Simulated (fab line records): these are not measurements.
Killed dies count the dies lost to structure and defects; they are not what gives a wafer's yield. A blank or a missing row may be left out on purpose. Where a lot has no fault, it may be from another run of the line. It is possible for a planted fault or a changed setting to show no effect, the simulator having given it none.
A lot that was struck, set against a sound lot :: flow n5 finfet :: 37 steps out of a route of 1938
Sound: wafers L903.1, L903.2, L903.4. Struck: wafers L907.2, L907.3 (left out: L907.1, a lot-mate that was not struck); the cause follows at the end.
Each step with rows lists, per side, the tool, then ch with its chambers, then its first start. Under that, the readings that differ: sound wafers :: struck wafers :: difference of the means :: sigmas: that difference in standard deviations of wafers without a fault.
alike: same words and numbers on both sides, and readings whose means sit less than 2 such deviations apart. not compared: any withheld reading, any reading some wafer has no value for, any bound like >300 that may hide the same value, and any number with overlapping values for which the record gives no deviation.
Wherever a step has rows on one side only, a row that says differs or no value, or a row with sigmas, the two part there. Numbers that don't overlap but have no deviation are shown without sigmas and don't part them. Lack of a reading on every wafer of one side parts them only where that side has two or more wafers.

first, 8 steps without rows for these wafers: N5_MOL_CONTACT_COAG_PRECLEAN_138 (cleans in alkaline clean, time 60 s); N5_MOL_CONTACT_COAG_SRD_139 (time 30 s); N5_MOL_CONTACT_COAG_PRE_CLEAN_121; N5_MOL_CONTACT_COAG_CVD_140 (deposits W, target thk 66.5 nm, time 215 s); N5_MOL_CONTACT_COAG_PRECLEAN_127 (cleans in DIW, time 57.5 s); N5_MOL_CONTACT_COAG_SRD_128 (dry time 32 s); N5_MOL_CONTACT_COAG_CMP_52 (polishes, stops on SiO2, t overpolish 1.5 s, target thk 66.5 nm); N5_MOL_CONTACT_COAG_ANNEAL_112 (time 1800 s).
N5_BEOL_M0_SAQP_PECVD_00: deposits SiCN from 3MS/NH3, target thk 8 nm, time 14 s.
  sound on pecvd-02 ch 0,1, day 6 14:37; struck on pecvd-03 ch 1,2, day 7 11:12
reading: model.SiCN_of_BEOL_M0_SAQP_PECVD_00.thk nm (nm)
sound: 8.2 7.8 8.4
struck: 11.8 12
difference: +3.8
sigmas: 
  alike: showerhead plenum p Torr, throttle valve pct
then, 25 steps without rows for these wafers: N5_BEOL_M0_SAQP_ILD_DEP_01 (deposits SiOC from DEMS/O2, target thk 45.419 nm, time 8.7 s); N5_BEOL_M0_SAQP_HM_DEP_02 (deposits TiN, target thk 12 nm); N5_BEOL_M0_SAQP_PECVD_03 (deposits SiCN from 3MS/NH3, target thk 12 nm, time 21.1 s); N5_BEOL_M0_SAQP_PECVD_96 (deposits a-Si from SiH4/He, target thk 45 nm, time 45.2 s); N5_BEOL_M0_SAQP_PECVD_97 (deposits SiNx from SiH4/NH3/N2, target thk 23 nm, time 19.9 s); N5_BEOL_M0_SAQP_PECVD_04 (deposits a-Si from SiH4/He, target thk 60 nm, time 60.2 s); N5_BEOL_M0_SAQP_HM_DEP_111 (deposits SiO2 from SiH4/N2O, target thk 12 nm, time 7.2 s); N5_BEOL_M0_SAQP_COAT_81 (time 60 s, resist thk 100 nm); N5_BEOL_M0_SAQP_COAT_82 (time 60 s, resist thk 30 nm); N5_BEOL_M0_SAQP_COAT_08 (resist thk 90 nm); N5_BEOL_M0_SAQP_EBR_10; N5_BEOL_M0_SAQP_SOFTBAKE_09 (time 60 s); N5_BEOL_M0_SAQP_EXPOSE_11 (exposes mask M0 CORE, target cd 42 nm); N5_BEOL_M0_SAQP_PEB_12 (peb time 60 s); N5_BEOL_M0_SAQP_DEVELOP_13 (develop time 30 s); N5_BEOL_M0_SAQP_DESCUM_19 (chemistry O2, time 7.9 s); N5_BEOL_M0_SAQP_ETCH_83 (etches SiARC in CF4, target depth 39 nm, time 65 s); N5_BEOL_M0_SAQP_ETCH_84 (etches SOC in N2/H2, target depth 100 nm, overetch 20 nm, time 150 s); N5_BEOL_M0_SAQP_STRIP_80 (strips in N2/H2); N5_BEOL_M0_SAQP_HM_OPEN_112 (chemistry CHF3/O2, target SiO2, stops on a-Si, target depth 12 nm, time 13.5 s); N5_BEOL_M0_SAQP_STRIP_113 (strips in CHF3/O2); N5_BEOL_M0_SAQP_MANDREL_ETCH_20 (etches a-Si in HBr/Cl2, stops on SiNx, target depth 60 nm, bt time 10 s, time 30 s); N5_BEOL_M0_SAQP_STRIP_86 (strips in N2/H2); N5_BEOL_M0_SAQP_STRIP_115 (strips in post etch residue remover, time 60 s); N5_BEOL_M0_SAQP_SRD_93 (time 30 s).
N5_BEOL_M0_ETCH_109: etches SiCN in CH3F/O2, target depth 8 nm, overetch 2.4 nm, time 27.4 s.
  sound on rie diel-02 ch 1,2,3, day 7 00:47; struck on rie diel-02 ch 0,3, day 7 19:26
reading: oes product au (a.u.)
sound: 0.74 0.61 0.63
struck: 0.89 0.86
difference: +0.21
sigmas: +3

reading: model.etch.depth nm (nm)
sound: 8.139 7.757 8.388
struck: 10.51 10.46
difference: +2.39
sigmas: 
  alike: bias w, drypump motor current A, rf vpp V, showerhead plenum p Torr, throttle valve pct
  not compared: rf hours counter h
N5_BEOL_M4_RC_MEAS_101:
  the record has rows for the sound wafers here (prober-01 ch 0, day 8 20:08) and none for the struck ones
-- the record jumps here: 6 days lie between the struck wafers' starts before and after (it left off in module BEOL_M4 and takes up again in module PASSIVATION, whose first step shown is number 1936 of the route) --
N5_PASSIVATION_PROBE_49:
  the record has rows for the struck wafers here (prober-02, day 13 12:44) and none for the sound ones

== WHERE THEY PART ==
Last at N5_PASSIVATION_PROBE_49 as far as this record goes, first at N5_BEOL_M0_ETCH_109.

WHY: what had been put in by the simulator
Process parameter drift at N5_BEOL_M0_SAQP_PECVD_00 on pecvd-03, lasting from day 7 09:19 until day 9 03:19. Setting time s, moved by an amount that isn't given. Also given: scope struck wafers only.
